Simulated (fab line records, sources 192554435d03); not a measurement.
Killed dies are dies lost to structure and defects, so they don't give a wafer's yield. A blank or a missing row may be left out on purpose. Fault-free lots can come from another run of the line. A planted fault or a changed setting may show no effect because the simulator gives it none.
fab line records | flow n5Finfet
record: lots: 7 wafers: 21
route steps=1938 shown BEOL_M7@1273 BEOL_M8@1348 BEOL_M9@1427
startH: the number of hours between the record's first day and the start of the first shown wafer of the lot | waitH: hours elapsed since this lot's preceding step | " identical to the entry in the row above | L1.1+2: a row that stands for several wafers | - no value, or no start given | * or withheld: withheld | < > ~ a bound
route shown NAME@n: a module of which the file shows steps, and the number in the route of the first | usual: the fault-free wafers' mean and standard deviation | same: alike in all rows | chamber/n: place in a boat | sites: the reading at each site | _std_site: the standard deviation of these | _edge_site: mean of outer sites minus mean of inner sites | radiusMm: for every site, how far away it sits from the centre of the wafer | mask NAME#n: copy n | behind: the most recent tool/chamber to have shaped the wafer | hold: cause of the lot's hold/its duration in hours/its outcome | device: names the non-switching transistor (n, p or np) | end of line: the same wafers' tests at the end of the route | a step without rows: its recipe alone | killed: dies that structure and defects cost at the first sort, which is not the same as the wafer's yield | map: shows each die of a wafer: x if killed, . if not, _ if none is there
set.NAME: the setting the step ran with; set.NAME@STEP: the setting that earlier step ran with | model.NAME: the simulator's own value behind a step, which no gauge read
lots where settings were altered on purpose, with a table for each step and a row for each wafer
== steps ==
step: N5_BEOL_M7_EXPOSE_08
recipe: maskId: M7 na: 1.35 sourceShape: dipole sigmaInner: 0.817 sigmaOuter: 0.97 polarization: te doseMj: 68.25
columns lot.wafer tool chamber startH waitH mask set.doseMj
L074.2+5+6 arfiScanner-03 0 190.12 - M7#0 68.25
L076.2 arfiScanner-03 0 203.11 - M7#0 69.75
L076.3+5 " 0 " " M7#0 68.25
L078.1+2+6 arfiScanner-03 0 217.83 - M7#0 68.25
L085.4+5+6 arfiScanner-02 0 263.43 - M7#0 65.37
L089.3+4+5 arfiScanner-01 0 270.94 - M7#0 68.25
L092.3+4+6 arfiScanner-02 0 289.79 - M7#0 68.25
L094.1+6 arfiScanner-01 0 311.98 - M7#0 64.13
L094.2 " 0 " " M7#0 68.25
step: N5_BEOL_M7_PEB_09
recipe: pebTempC: withheld pebTimeS: 60 resist: CAR-ArF
step: N5_BEOL_M7_DEVELOP_10
recipe: developTimeS: 30 developer: TMAH resist: CAR-ArF rinseLiquid: diw dry: airSpin devTempC: 23
step: N5_BEOL_M7_CD_MEAS_11
recipe: targetCdNm: 38.5 landingEnergyEv: 500 detector: seInlens polarity: opening
usual: cdNm: 38.6/0.49
columns lot.wafer tool chamber startH waitH set.doseMj@BEOL_M7_EXPOSE_08 cdNm
L074.2 cdSem-01 0 190.25 - 68.25 38.6
L074.5 " 0 " " 68.25 38.6
L074.6 " 0 " " 68.25 37.7
L076.2 cdSem-02 0 203.23 - 69.75 39.1
L076.3 " 0 " " 68.25 38.8
L076.5 " 0 " " 68.25 37.9
L078.1 cdSem-03 0 217.96 - 68.25 39.5
L078.2 " 0 " " 68.25 39.5
L078.6 " 0 " " 68.25 39.0
L085.4 cdSem-02 0 263.55 - 65.37 36.6
L085.5 " 0 " " 65.37 35.8
L085.6 " 0 " " 65.37 35.9
L089.3 cdSem-01 0 271.06 - 68.25 38.5
L089.4 " 0 " " 68.25 38.5
L089.5 " 0 " " 68.25 38.1
L092.3 cdSem-02 0 289.90 - 68.25 38.0
L092.4 " 0 " " 68.25 38.6
L092.6 " 0 " " 68.25 38.6
L094.1 cdSem-01 0 312.10 - 64.13 35.7
L094.2 " 0 " " 68.25 38.9
L094.6 " 0 " " 64.13 35.0
step: N5_BEOL_M7_DESCUM_16
recipe: chemistry: O2 timeS: 7.9 sourcePowerW: 50 biasPowerW: 20 pressureMtorr: 20 rfFrequencyHz: 2.712e+07 tempC: 40 resist: CAR-ArF o2FlowSccm: 225
step: N5_BEOL_M7_ETCH_61
recipe: chemistry: CF4 target: SiARC targetDepthA: 455 maskMaterial: CAR-ArF timeS: 75.8 ionEnergyEv: 80 pressureMtorr: 40 sourceW: 545 biasW: 36 Ar_flow_sccm: 100 cf4FlowSccm: 100 ends: cleared
columns lot.wafer tool chamber startH waitH set.doseMj@BEOL_M7_EXPOSE_08 model.BEOL_M7.cdOffsetNm
L074.2 rieDiel-01 2 190.37 0.0 68.25 -0.4
L074.5 " 0 " " 68.25 0.2
L074.6 " 1 " " 68.25 -0.6
L076.2 rieDiel-02 0 203.35 0.0 69.75 1.2
L076.3 " 3 " " 68.25 0.2
L076.5 " 2 " " 68.25 -0.4
L078.1 rieDiel-02 2 218.08 0.0 68.25 0.8
L078.2 " 1 " " 68.25 0.2
L078.6 " 0 " " 68.25 0.6
L085.4 rieDiel-03 0 264.19 0.0 65.37 -1.8
L085.5+6 " 3,0 " " 65.37 -2.6
L089.3 rieDiel-01 0 271.18 0.0 68.25 -0.2
L089.4 " 1 " " 68.25 0
L089.5 " 2 " " 68.25 -0.6
L092.3 rieDiel-01 0 290.03 0.0 68.25 -0.2
L092.4 " 2 " " 68.25 -0.4
L092.6 " 1 " " 68.25 0
L094.1 rieDiel-01 0 312.33 0.0 64.13 -2.6
L094.2 " 1 " " 68.25 0.6
L094.6 " 3 " " 64.13 -3.8
step: N5_BEOL_M7_ETCH_62
recipe: chemistry: N2/H2 target: SOC targetDepthA: 1100 overetchA: 220 maskMaterial: SiARC tempC: 40 timeS: 165 ionEnergyEv: 200 pressureMtorr: 30 sourceW: 840 biasW: 150 n2FlowSccm: 200 h2FlowSccm: 200
columns lot.wafer tool chamber startH waitH set.doseMj@BEOL_M7_EXPOSE_08 model.BEOL_M7.cdOffsetNm
L074.2+6 rieDiel-01 2,1 190.42 0.0 68.25 -0.6
L074.5 " 0 " " 68.25 0.2
L076.2 rieDiel-02 0 203.41 0.0 69.75 1
L076.3 " 3 " " 68.25 0
L076.5 " 2 " " 68.25 -0.6
L078.1 rieDiel-02 2 218.14 0.0 68.25 1
L078.2 " 1 " " 68.25 0.2
L078.6 " 0 " " 68.25 0.6
L085.4 rieDiel-03 0 264.25 0.0 65.37 -1.6
L085.5 " 3 " " 65.37 -2.6
L085.6 " 0 " " 65.37 -2.2
L089.3 rieDiel-01 0 271.24 0.0 68.25 -0.4
L089.4 " 1 " " 68.25 0
L089.5 " 2 " " 68.25 -0.6
L092.3 rieDiel-01 0 290.09 0.0 68.25 -0.4
L092.4 " 2 " " 68.25 -0.8
L092.6 " 1 " " 68.25 0
L094.1 rieDiel-01 0 312.39 0.0 64.13 -2.8
L094.2 " 1 " " 68.25 0.4
L094.6 " 3 " " 64.13 -3.6
step: N5_BEOL_M7_STRIP_68
recipe: chemistry: N2/H2 tempC: 40 n2FlowSccm: 200 h2FlowSccm: 200 rfFrequencyHz: 6e+07
step: N5_BEOL_M7_STRIP_67
recipe: chemistry: CF4 resist: SiARC powerW: 300 biasPowerW: 75 pressureMtorr: 50 cf4FlowSccm: 150 rfFrequencyHz: 6e+07
step: N5_BEOL_M7_HM_OPEN_17
recipe: chemistry: Cl2/BCl3 targetDepthA: 200 overetchA: 60 target: TiN maskMaterial: SOC ionEnergyEv: 150 pressureMtorr: 10 icpW: 1000 biasW: 126 Cl2_flow_sccm: 53.25 bcl3FlowSccm: 21.75 Ar_flow_sccm: 25
columns lot.wafer tool chamber startH waitH set.targetThkA@BEOL_M7_HM_DEP_02 model.etch.depthNm
L074.2 rieMetal-01 1 190.61 0.0 221.2 22.21
L074.5 " 0 " " 200 20.08
L074.6 " 1 " " 221.2 22.24
L076.2 rieMetal-03 1 203.60 0.0 217.4 21.71
L076.3 " 1 " " 200 20.04
L076.5 " 0 " " 217.4 21.76
L078.1 rieMetal-03 0 218.32 0.0 190 18.44
L078.2 " 1 " " 200 19.8
L078.6 " 1 " " 200 19.94
L085.4 rieMetal-01 0 264.46 0.1 193.2 19.34
L085.5 " 0 " " 193.2 19.36
L085.6 " 1 " " 200 19.82
L089.3 rieMetal-01 0 271.45 0.1 200 19.92
L089.4 " 1 " " 212.7 21.31
L089.5 " 1 " " 200 20.12
L092.3 rieMetal-03 1 290.31 0.1 200 19.97
L092.4 " 0 " " 200 19.88
L092.6 " 1 " " 200 20.03
L094.1 rieMetal-03 1 312.58 0.0 200 20.21
L094.2 " 0 " " 215.4 21.62
L094.6 " 0 " " 200 19.91
step: N5_BEOL_M7_STRIP_19
recipe: chemistry: O2 powerW: 400 tempC: 40 pressureMtorr: 30 rfFrequencyHz: 6e+07 biasPowerW: 0 overashFraction: 0.2 o2FlowSccm: 225
step: N5_BEOL_M7_CD_MEAS_18
recipe: pitchNm: 80 targetCdNm: 40
usual: cdNm: 40.0/0.56
columns lot.wafer tool chamber startH waitH set.doseMj@BEOL_M7_EXPOSE_08 cdNm
L074.2 cdSem-01 - 190.79 0.1 68.25 38.9
L074.5 " - " " 68.25 39.2
L074.6 " - " " 68.25 39.4
L076.2 cdSem-02 - 203.78 0.1 69.75 40.9
L076.3 " - " " 68.25 39.8
L076.5 " - " " 68.25 39.5
L078.1 cdSem-03 - 218.51 0.0 68.25 40.7
L078.2 " - " " 68.25 39.9
L078.6 " - " " 68.25 40.7
L085.4 cdSem-02 - 264.64 0.1 65.37 37.9
L085.5 " - " " 65.37 37.1
L085.6 " - " " 65.37 37.9
L089.3 cdSem-02 - 271.61 0.1 68.25 39.5
L089.4 " - " " 68.25 39.8
L089.5 " - " " 68.25 39.4
L092.3 cdSem-03 - 290.46 0.1 68.25 39.7
L092.4 " - " " 68.25 39.2
L092.6 " - " " 68.25 40.1
L094.1 cdSem-02 - 312.85 0.0 64.13 37.3
L094.2 " - " " 68.25 40.6
L094.6 " - " " 64.13 36.3
step: N5_BEOL_M7_COAT_63
recipe: resist: SOC tempC: 250 timeS: 60 spinRpm: 1500 resistThkNm: 60
step: N5_BEOL_M7_COAT_64
recipe: resist: SiARC tempC: 220 timeS: 60 spinRpm: 1500 resistThkNm: 12
step: N5_BEOL_M7_PRECLEAN_42
recipe: chemistry: residueRemover timeS: 60 tempC: 40
step: N5_BEOL_M7_SRD_43
recipe: timeS: 30 tempC: 23 rinseLiquid: diw dry: ipaMarangoni
step: N5_BEOL_M7_CD_MEAS_35
recipe: targetCdNm: 40 polarity: opening
usual: cdNm: 39.9/0.57
columns lot.wafer tool chamber startH waitH set.doseMj@BEOL_M7_EXPOSE_08 cdNm
L074.2 cdSem-02 - 192.17 0.0 68.25 39.1
L074.5 " - " " 68.25 39.9
L074.6 " - " " 68.25 39.1
L076.2 cdSem-02 - 204.81 0.0 69.75 41.1
L076.3 " - " " 68.25 40.2
L076.5 " - " " 68.25 39.6
L078.1 cdSem-02 - 219.85 0.0 68.25 41.0
L078.2 " - " " 68.25 40.4
L078.6 " - " " 68.25 40.5
L085.4 cdSem-02 - 266.73 0.0 65.37 38.5
L085.5 " - " " 65.37 37.5
L085.6 " - " " 65.37 38.0
L089.3 cdSem-01 - 275.22 0.0 68.25 39.4
L089.4 " - " " 68.25 39.7
L089.5 " - " " 68.25 39.1
L092.3 cdSem-01 - 292.14 0.0 68.25 39.6
L092.4 " - " " 68.25 39.3
L092.6 " - " " 68.25 39.6
L094.1 cdSem-03 - 314.40 0.0 64.13 37.0
L094.2 " - " " 68.25 40.6
L094.6 " - " " 64.13 36.4
step: N5_BEOL_M8_DESCUM_16
recipe: chemistry: O2 timeS: 7.9 sourcePowerW: 50 biasPowerW: 20 pressureMtorr: 20 rfFrequencyHz: 2.712e+07 tempC: 40 resist: CAR-ArF o2FlowSccm: 225
columns lot.wafer tool chamber startH waitH set.timeS model.CAR-ArF_of_BEOL_M8_COAT_05.thkNm
L074.2 rieDiel-04 3 199.63 0.4 6.433 83.8
L074.5 " 2 " " 6.433 84
L074.6 " 3 " " 7.9 83
L076.2 rieDiel-04 2 211.40 0.0 6.314 84.2
L076.3 " 0 " " 7.9 83.2
L076.5 " 1 " " 7.9 83.6
L078.1 rieDiel-04 1 225.42 0.0 9.397 82.6
L078.2 " 3 " " 9.397 82.2
L078.6 " 2 " " 7.9 83.2
L085.4+6 rieDiel-05 0,2 270.54 0.0 7.9 83.8
L085.5 " 3 " " 9.111 83
L089.3 rieDiel-06 3 281.81 0.3 7.9 83.8
L089.4+5 " 1,3 " " 9.514 82.6
L092.3+6 rieDiel-04 1,3 297.99 0.0 7.9 83.6
L092.4 " 3 " " 7.9 84
L094.1+2 rieDiel-05 3,1 321.99 0.0 7.9 83.6
L094.6 " 0 " " 6.126 85
step: N5_BEOL_M8_ETCH_61
recipe: chemistry: CF4 target: SiARC targetDepthA: 455 maskMaterial: CAR-ArF timeS: 75.8 ionEnergyEv: 80 pressureMtorr: 40 sourceW: 545 biasW: 36 Ar_flow_sccm: 100 cf4FlowSccm: 100 ends: cleared
columns lot.wafer tool chamber startH waitH set.timeS@BEOL_M8_DESCUM_16 model.CAR-ArF_of_BEOL_M8_COAT_05.thkNm
L074.2 rieDiel-04 3 199.67 0.0 6.433 51.2
L074.5 " 2 " " 6.433 51.4
L074.6 " 3 " " 7.9 50.2
L076.2 rieDiel-04 2 211.43 0.0 6.314 51.6
L076.3 " 0 " " 7.9 50.6
L076.5 " 1 " " 7.9 51
L078.1 rieDiel-04 1 225.45 0.0 9.397 49.8
L078.2 " 3 " " 9.397 49.6
L078.6 " 2 " " 7.9 50.6
L085.4+6 rieDiel-05 0,2 270.58 0.0 7.9 51.2
L085.5 " 3 " " 9.111 50.4
L089.3 rieDiel-06 3 281.84 0.0 7.9 51.2
L089.4+5 " 1,3 " " 9.514 50.2
L092.3+6 rieDiel-04 1,3 298.05 0.0 7.9 51
L092.4 " 3 " " 7.9 51.2
L094.1+2 rieDiel-05 3,1 322.02 0.0 7.9 51
L094.6 " 0 " " 6.126 52.2
step: N5_BEOL_M9_COAT_75
recipe: resist: underlayer tempC: 205 timeS: 60 spinRpm: 1500 resistThkNm: 5
columns lot.wafer tool chamber startH waitH set.spinRpm model.underlayer_of_BEOL_M9_COAT_75.thkNm
L074.2 lithoTrack-02 0 - - 1373 5.2
L074.5+6 " 0 " " 1500 5
L076.2+3 lithoTrack-03 0 - - 1640 4.8
L076.5 " 0 " " 1500 5
L078.1+2 lithoTrack-03 0 - - 1580 4.8
L078.6 " 0 " " 1500 5
L085.4+5+6 lithoTrack-03 0 - - 1500 5
L089.3+4 lithoTrack-01 0 - - 1337 5.4
L089.5 " 0 " " 1500 5
L092.3+4+6 lithoTrack-01 0 - - 1500 5
L094.1+2+6 lithoTrack-03 0 - - 1603 4.8
step: N5_BEOL_M9_COAT_22
recipe: resist: CAR-EUV spinRpm: 1500 resistThkNm: 30
step: N5_BEOL_M9_EBR_24
recipe: solvent: PGMEA ebrWidthMm: 1.5
step: N5_BEOL_M9_DESCUM_33
recipe: chemistry: O2 timeS: 7 sourcePowerW: 50 biasPowerW: 20 pressureMtorr: 20 rfFrequencyHz: 2.712e+07 tempC: 40 resist: CAR-EUV o2FlowSccm: 225
step: N5_BEOL_M9_ETCH_76
recipe: chemistry: N2/H2 target: underlayer targetDepthA: 65 maskMaterial: CAR-EUV timeS: 5.2 ionEnergyEv: 200 pressureMtorr: 30 sourceW: 840 biasW: 150 n2FlowSccm: 200 h2FlowSccm: 200 ends: cleared
columns lot.wafer tool chamber startH waitH set.spinRpm@BEOL_M9_COAT_75 model.etch.depthNm
L074.2 rieDiel-01 1 209.68 0.0 1373 5.195
L074.5 " 1 " " 1500 4.966
L074.6 " 0 " " 1500 4.975
L076.2 rieDiel-01 0 221.40 0.0 1640 4.792
L076.3 " 2 " " 1640 4.783
L076.5 " 0 " " 1500 5.007
L078.1 rieDiel-01 3 236.36 0.0 1580 4.872
L078.2 " 2 " " 1580 4.862
L078.6 " 2 " " 1500 4.986
L085.4 rieDiel-03 0 282.67 0.0 1500 5.004
L085.5 " 1 " " 1500 5.015
L085.6 " 2 " " 1500 4.988
L089.3+4 rieDiel-03 0,1 288.58 0.0 1337 5.306
L089.5 " 2 " " 1500 5.003
L092.3 rieDiel-01 3 309.27 0.0 1500 4.978
L092.4 " 0 " " 1500 4.981
L092.6 " 1 " " 1500 4.977
L094.1 rieDiel-01 0 328.77 0.0 1603 4.815
L094.2 " 3 " " 1603 4.83
L094.6 " 3 " " 1603 4.819
step: N5_BEOL_M9_TRENCH_ETCH_37
recipe: chemistry: C4F6/O2 targetDepthA: 1514.3 target: SiCOH_lowk timeS: 49 ionEnergyEv: 250 pressureMtorr: 30 sourceW: 345 biasW: 185 Ar_flow_sccm: 300 C4F6_flow_sccm: 10 O2_flow_sccm: 10
columns lot.wafer tool chamber startH waitH set.sourceW model.etch.depthNm model.BEOL_M9.featureDepthNm
L074.2 rieDiel-01 1 - - 345 153.1 153.2
L074.5 " 1 " " 345 154.5 154.4
L074.6 " 0 " " 345 155.2 155.2
L076.2 rieDiel-01 0 - - 313.4 149.3 149.4
L076.3 " 2 " " 313.4 142.8 142.8
L076.5 " 0 " " 345 154.9 155
L078.1 rieDiel-01 3 - - 345 147.2 147.2
L078.2 " 2 " " 362.2 151.8 151.8
L078.6 " 2 " " 345 148 148
L085.4 rieDiel-03 0 - - 392.9 154.3 154.2
L085.5 " 1 " " 392.9 154.7 154.6
L085.6 " 2 " " 392.9 157.9 157.8
L089.3 rieDiel-03 0 - - 316.8 142 142
L089.4 " 1 " " 345 146.6 146.6
L089.5 " 2 " " 345 149.5 149.6
L092.3 rieDiel-01 3 - - 345 148 148
L092.4 " 0 " " 345 152.9 152.8
L092.6 " 1 " " 345 151.9 152
L094.1 rieDiel-01 0 - - 386 162.5 162.4
L094.2 " 3 " " 345 149.7 149.8
L094.6 " 3 " " 345 150 150
step: N5_BEOL_M9_ETCH_41
recipe: chemistry: CH3F/O2 target: SiCN targetDepthA: 366 taperDeg: 2 timeS: 70.1 ionEnergyEv: 120 maskMaterial: TiN pressureMtorr: 30 sourceW: 395 biasW: 75 Ar_flow_sccm: 150 CH3F_flow_sccm: 30 O2_flow_sccm: 20
step: N5_BEOL_M9_STRIP_80
recipe: chemistry: N2/H2 timeS: 10 powerW: 450 tempC: 40 pressureMtorr: 20 rfFrequencyHz: 6e+07 biasPowerW: 7 n2FlowSccm: 200 h2FlowSccm: 200
step: N5_BEOL_M9_OCD_MEAS_38
usual: trenchDepthNm: 150.8/2.5
columns lot.wafer tool chamber startH waitH set.sourceW@BEOL_M9_TRENCH_ETCH_37 trenchDepthNm
L074.2 ocd-01 - 210.10 - 345 152.9
L074.5 " - " " 345 154.4
L074.6 " - " " 345 155.1
L076.2 ocd-01 - 221.82 - 313.4 149.1
L076.3 " - " " 313.4 142.8
L076.5 " - " " 345 154.6
L078.1 ocd-02 - 236.78 - 345 147.6
L078.2 " - " " 362.2 152.1
L078.6 " - " " 345 147.7
L085.4 ocd-01 - 283.09 - 392.9 153.9
L085.5 " - " " 392.9 154.7
L085.6 " - " " 392.9 158.1
L089.3 ocd-01 - 289.00 - 316.8 141.8
L089.4 " - " " 345 146.1
L089.5 " - " " 345 149.7
L092.3 ocd-01 - 309.69 - 345 148.2
L092.4 " - " " 345 153.2
L092.6 " - " " 345 151.3
L094.1 ocd-02 - 329.39 - 386 162.3
L094.2 " - " " 345 149.8
L094.6 " - " " 345 150.3
== key ==
split: step: N5_BEOL_M7_EXPOSE_08 setting: doseMj stated: 68.25 by: wafer
response: step: N5_BEOL_M7_CD_MEAS_11 reading: cdNm change: +0.555 per: 1% r: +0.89
response: step: N5_BEOL_M7_ETCH_61 reading: model.BEOL_M7.cdOffsetNm change: +0.625 per: 1% r: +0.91
response: step: N5_BEOL_M7_ETCH_62 reading: model.BEOL_M7.cdOffsetNm change: +0.596 per: 1% r: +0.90
response: step: N5_BEOL_M7_CD_MEAS_18 reading: cdNm change: +0.626 per: 1% r: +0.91
response: step: N5_BEOL_M7_CD_MEAS_35 reading: cdNm change: +0.623 per: 1% r: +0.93
split: step: N5_BEOL_M8_DESCUM_16 setting: timeS stated: 7.9 by: wafer
response: step: N5_BEOL_M8_DESCUM_16 reading: model.CAR-ArF_of_BEOL_M8_COAT_05.thkNm change: -0.0513 per: 1% r: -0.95
response: step: N5_BEOL_M8_ETCH_61 reading: model.CAR-ArF_of_BEOL_M8_COAT_05.thkNm change: -0.05 per: 1% r: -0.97
split: step: N5_BEOL_M9_COAT_75 setting: spinRpm stated: 1500 by: wafer
response: step: N5_BEOL_M9_COAT_75 reading: model.underlayer_of_BEOL_M9_COAT_75.thkNm change: -0.0294 per: 1% r: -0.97
response: step: N5_BEOL_M9_ETCH_76 reading: model.etch.depthNm change: -0.0258 per: 1% r: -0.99
split: step: N5_BEOL_M9_TRENCH_ETCH_37 setting: sourceW stated: 345 by: wafer
response: step: N5_BEOL_M9_TRENCH_ETCH_37 reading: model.etch.depthNm change: +0.953 per: 1% r: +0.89
response: step: N5_BEOL_M9_TRENCH_ETCH_37 reading: model.BEOL_M9.featureDepthNm change: +0.95 per: 1% r: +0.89
response: step: N5_BEOL_M9_OCD_MEAS_38 reading: trenchDepthNm change: +0.938 per: 1% r: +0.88
split outsideThisFile step=N5_BEOL_M7_HM_DEP_02 setting=targetThkA
split outsideThisFile: this setting was split too, and the file shows its column; the key of that split is in another file
